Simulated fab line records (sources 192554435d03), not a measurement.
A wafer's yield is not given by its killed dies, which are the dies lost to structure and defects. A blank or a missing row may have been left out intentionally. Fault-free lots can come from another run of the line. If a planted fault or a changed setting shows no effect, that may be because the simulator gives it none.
Split-lot trial + flow n5-finfet + on a route of 1938 steps: 7 lots, 21 wafers read

== ON THE SPLIT ==
At N5_BEOL_M0_SAQP_PECVD_04 (deposits a-Si from SiH4/He, target thk 60 nm, time 60.2 s), the setting time-s was moved away from the recipe's 60.2 s on 3 of the 21 wafers read, by +5.8% to +7.6%. For the rest of the wafers, this setting stayed at what the recipe calls for.

== FROM THE SPLIT TO THE READING: what the file shows between them, 10 steps ==
- N5_BEOL_M0_SAQP_THK_MEAS_05
- N5_BEOL_M0_SAQP_COAT_08: resist thk 90 nm (also split here: spin-rpm)
- N5_BEOL_M0_SAQP_EBR_10
- N5_BEOL_M0_SAQP_SOFTBAKE_09: time 60 s
- N5_BEOL_M0_SAQP_DESCUM_19: chemistry O2, time 7.9 s
- N5_BEOL_M0_SAQP_ETCH_83: etches SiARC in CF4, target depth 39 nm, time 65 s
- N5_BEOL_M0_SAQP_ETCH_84: etches SOC in N2/H2, target depth 100 nm, overetch 20 nm, time 150 s
- N5_BEOL_M0_SAQP_STRIP_80: strips in N2/H2
- N5_BEOL_M0_SAQP_HM_OPEN_112: chemistry CHF3/O2, target SiO2, stops on a-Si, target depth 12 nm, time 13.5 s
- N5_BEOL_M0_SAQP_STRIP_113: strips in CHF3/O2

== THE READING ==
etch.depth-nm (the simulator's own value, which no gauge read), in nm, at N5_BEOL_M0_SAQP_MANDREL_ETCH_20 (etches a-Si in HBr/Cl2, stops on SiNx, target depth 60 nm, bt time 10 s, time 30 s). There is no usual value for it anywhere in the file. Average 59.78 nm, standard deviation 0.61 nm, over the 18 wafers here run with the recipe.

| wafer  | tool, chamber at the split | time-s as run, s | against the recipe | etch.depth-nm, nm | against lot-mates on the recipe |
|--------|----------------------------|------------------|--------------------|-------------------|---------------------------------|
| L079.1 | pecvd-01, 1                | 60.2             | recipe             | 60.06             | -                               |
| L079.3 | pecvd-01, 2                | 60.2             | recipe             | 59.18             | -                               |
| L079.6 | pecvd-01, 2                | 64.77            | +7.6%              | 65.06             | +5.44                           |
| L080.1 | pecvd-02, 0                | 63.67            | +5.8%              | 62.72             | +2.54                           |
| L080.2 | pecvd-02, 2                | 63.67            | +5.8%              | 62.66             | +2.48                           |
| L080.4 | pecvd-02, 2                | 60.2             | recipe             | 60.18             | -                               |
| L082.3 | pecvd-02, 2                | 60.2             | recipe             | 59.69             | -                               |
| L082.4 | pecvd-02, 0                | 60.2             | recipe             | 60.26             | -                               |
| L082.5 | pecvd-02, 2                | 60.2             | recipe             | 59.4              | -                               |
| L083.2 | pecvd-03, 0                | 60.2             | recipe             | 60.2              | -                               |
| L083.3 | pecvd-03, 1                | 60.2             | recipe             | 59.73             | -                               |
| L083.6 | pecvd-03, 1                | 60.2             | recipe             | 61.39             | -                               |
| L090.3 | pecvd-01, 1,0              | 60.2             | recipe             | 59.4              | -                               |
| L090.5 | pecvd-01, 1                | 60.2             | recipe             | 59.01             | -                               |
| L090.6 | pecvd-01, 1,0              | 60.2             | recipe             | 59.29             | -                               |
| L092.1 | pecvd-03, 1                | 60.2             | recipe             | 59.39             | -                               |
| L092.5 | pecvd-03, 0                | 60.2             | recipe             | 59.97             | -                               |
| L092.6 | pecvd-03, 2                | 60.2             | recipe             | 60.54             | -                               |
| L096.2 | pecvd-01, 1                | 60.2             | recipe             | 59.37             | -                               |
| L096.3 | pecvd-01, 0                | 60.2             | recipe             | 58.81             | -                               |
| L096.6 | pecvd-01, 1                | 60.2             | recipe             | 60.23             | -                               |
If several chambers appear in one row, that row covers several wafers at once and the file leaves open which wafer was in which chamber.

THE FIT
A straight line over all 21 wafers: etch.depth-nm changes by +0.595 nm for each +1% of time-s; r = +0.91; the points scatter about the line by 0.65 nm.
The same after taking each lot's own level away (the mean of its wafers on the recipe; 21 wafers): +0.569 nm for each +1%; r = +0.92; scatter 0.58 nm.
That fit puts the effect of the largest move of time-s on the reading at 4.3 nm.
Across the lots, their own levels run from 59.233 to 60.440 nm, a range of 2.0 times the standard deviation given above.
So the lot-to-lot level changes the slope little: the two slopes agree.
Check: with one of the wafers moved furthest among these (+7.6%) left out of the fit, the line predicts +3.31 nm for it against its lot-mates. It came out at +5.44 nm against them.

== OTHER SPLITS ON THESE WAFERS ==
Note: prior to the reading, these wafers also went through further splits. Each is held against what the fit with the lots' levels taken away leaves over:
| other split on the same wafers         | wafers away from the commonest value | r with etch.depth-nm (lot level and that fit taken away) |
|----------------------------------------|--------------------------------------|----------------------------------------------------------|
| N5_GATE_CUT_EXPOSE_10 dose-mj          | 4                                    | -0.04                                                    |
| N5_MOL_CONTACT_COAG_ALD_131 ald-cycles | 9                                    | -0.03                                                    |
| N5_BEOL_M0_SAQP_COAT_08 spin-rpm       | 9                                    | +0.23                                                    |

== THE WHOLE CHAIN: every reading that the file lists as answering this split, in the file's order ==
| step                            | what it does                                                                       | reading                                                                               | change (the file's fit)               | r (the file's) |
|---------------------------------|------------------------------------------------------------------------------------|---------------------------------------------------------------------------------------|---------------------------------------|----------------|
| N5_BEOL_M0_SAQP_PECVD_04        | deposits a-Si from SiH4/He, target thk 60 nm, time 60.2 s                          | a-Si_of_BEOL_M0_SAQP_PECVD_04.thk-nm (the simulator's own value, which no gauge read) | +0.61 nm for each +1% of the setting  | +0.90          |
| N5_BEOL_M0_SAQP_THK_MEAS_05     |                                                                                    | thk-nm                                                                                | withheld for each +1% of the setting  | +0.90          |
| N5_BEOL_M0_SAQP_MANDREL_ETCH_20 | etches a-Si in HBr/Cl2, stops on SiNx, target depth 60 nm, bt time 10 s, time 30 s | etch.depth-nm (the simulator's own value, which no gauge read)                        | +0.614 nm for each +1% of the setting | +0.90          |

== THE FILE'S OWN FIT ==
etch.depth-nm changes by +0.614 nm for each +1% of time-s, r = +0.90.
